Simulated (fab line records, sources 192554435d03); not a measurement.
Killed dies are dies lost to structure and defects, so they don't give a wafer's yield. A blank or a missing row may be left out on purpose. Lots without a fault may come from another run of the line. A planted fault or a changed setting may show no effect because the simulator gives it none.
A struck lot beside a sound one | flow n5_finfet | 37 steps out of a route of 1938
Sound: wafers L946.1, L946.4, L946.6. Struck: wafer L932.2. (L932.1 of the same lot was not struck and is left out.) The cause comes at the end.
At each step with rows: each side's tool, then ch and its chambers, then its first start. Under that, the readings that differ: sound wafers | struck wafers | difference of the means | sigmas: that difference in standard deviations of wafers without a fault.
alike: readings whose means differ by less than 2 such deviations, and words and numbers that are the same on both sides. not compared: withheld readings, readings that some wafer has no value for, bounds like >300 that may hide the same value, and numbers for which the record gives no deviation and whose values overlap.
The two part at a step that has a row with sigmas, a row that says differs or no value, or rows on one side only. Numbers that don't overlap but have no deviation are shown without sigmas and don't part them. A reading that every wafer of one side lacks parts them only if that side has two wafers or more.

first, 8 steps without rows for these wafers: N5_BEOL_M1_ECD_50 (material Cu, target thk 300 nm); N5_BEOL_M1_ANNEAL_51 (time 90 s); N5_BEOL_M1_CMP_52 (polishes, stops on SiOC, t overpolish 6.8 s, target thk 40 nm); N5_BEOL_M1_PRE_CLEAN_60 (time 15 s); N5_BEOL_M1_CO_CAP_55 (material Co, precursor CCTBA/H2, target thk 2 nm, time 102.1 s); N5_BEOL_M1_PRE_CLEAN_56 (time 15 s); N5_BEOL_M1_DEP_57 (deposits SiCN from 3MS/NH3, target thk 8 nm, time 14 s); N5_BEOL_M2_ILD_DEP_00 (deposits SiOC from DEMS/O2, target thk 79 nm, time 15.3 s).
N5_BEOL_M2_PECVD_72: deposits SiO2 from TEOS/O2, target thk 16 nm, time 18 s.
  sound on pecvd-04 ch 1,2, day 12 08:07; struck on pecvd-04 ch 1, day 9 02:48
  reading                                    | sound        | struck | difference | sigmas
  model.SiO2_of_BEOL_M2_PECVD_72.thk_nm (nm) | 15.8 16 16.2 | 6.6    | -9.4       |
  alike: heater_power_w, showerhead_plenum_p_Torr, throttle_valve_pct
  not compared: rf_fwd_power_W
then, 25 steps without rows for these wafers: N5_BEOL_M2_HM_DEP_02 (deposits TiN, target thk 20 nm); N5_BEOL_M2_COAT_61 (time 60 s, resist thk 60 nm); N5_BEOL_M2_COAT_62 (time 60 s, resist thk 12 nm); N5_BEOL_M2_COAT_73 (time 60 s, resist thk 5 nm); N5_BEOL_M2_COAT_05 (resist thk 30 nm); N5_BEOL_M2_EBR_07; N5_BEOL_M2_SOFTBAKE_06 (time 60 s); N5_BEOL_M2_EXPOSE_08 (exposes mask M2); N5_BEOL_M2_PEB_09 (peb time 60 s); N5_BEOL_M2_DEVELOP_10 (develop time 30 s); N5_BEOL_M2_DESCUM_16 (chemistry O2, time 7 s); N5_BEOL_M2_ETCH_74 (etches underlayer in N2/H2, target depth 6.5 nm, time 5.2 s); N5_BEOL_M2_ETCH_63 (etches SiARC in CF4, target depth 15.6 nm, time 26 s); N5_BEOL_M2_ETCH_64 (etches SOC in N2/H2, target depth 75 nm, overetch 22.5 nm, time 121.9 s); N5_BEOL_M2_STRIP_65 (strips in N2/H2); N5_BEOL_M2_STRIP_75 (strips in N2/H2); N5_BEOL_M2_STRIP_66 (strips in CF4); N5_BEOL_M2_HM_OPEN_17 (chemistry Cl2/BCl3, target TiN, target depth 20 nm, overetch 6 nm); N5_BEOL_M2_STRIP_19 (strips in O2); N5_BEOL_M2_COAT_67 (time 60 s, resist thk 60 nm); N5_BEOL_M2_COAT_68 (time 60 s, resist thk 12 nm); N5_BEOL_M2_COAT_76 (time 60 s, resist thk 5 nm); N5_BEOL_M2_COAT_22 (resist thk 30 nm); N5_BEOL_M2_EBR_24; N5_BEOL_M2_SOFTBAKE_23 (time 60 s).
N5_BEOL_M2_HM_STRIP_39: strips TiN in peroxide tin strip, target depth 25 nm, time 158 s.
  sound on wet_bench-03 ch 2,3,6, day 12 15:02; struck on wet_bench-04 ch 4, day 9 12:44
  reading                                    | sound        | struck | difference | sigmas
  model.SiO2_of_BEOL_M2_PECVD_72.thk_nm (nm) | 15.6 15.8 16 | 6.4    | -9.4       |
N5_BEOL_M2_CMP_52: polishes, stops on SiOC, t overpolish 6.8 s, target thk 40 nm.
  sound on cmp-01 ch 1,2,3, day 12 19:07; struck on cmp-03 ch 2, day 9 17:56
  reading                      | sound          | struck | difference | sigmas
  barrier_field_endpoint_s (s) | 24.2 23.6 24.1 | 13.6   | -10.4      | -14
  alike: edge_zone_pressure_frac, motor_current_A, slurry_flow_ml_min
N5_BEOL_M4_RC_MEAS_101:
  sound on prober-01 ch 0, day 14 06:17; struck on prober-01 ch 0, day 11 02:23
  alike: DIBL_N, DIBL_P, IOFF_N, IOFF_P, ION_N, ION_P, SS_N, SS_P, VT_N, VT_P

WHERE THEY PART
Only at N5_BEOL_M2_CMP_52, within this record. Later steps at which nothing parts them and some readings are alike: N5_BEOL_M4_RC_MEAS_101.

WHY: what the simulator had put in
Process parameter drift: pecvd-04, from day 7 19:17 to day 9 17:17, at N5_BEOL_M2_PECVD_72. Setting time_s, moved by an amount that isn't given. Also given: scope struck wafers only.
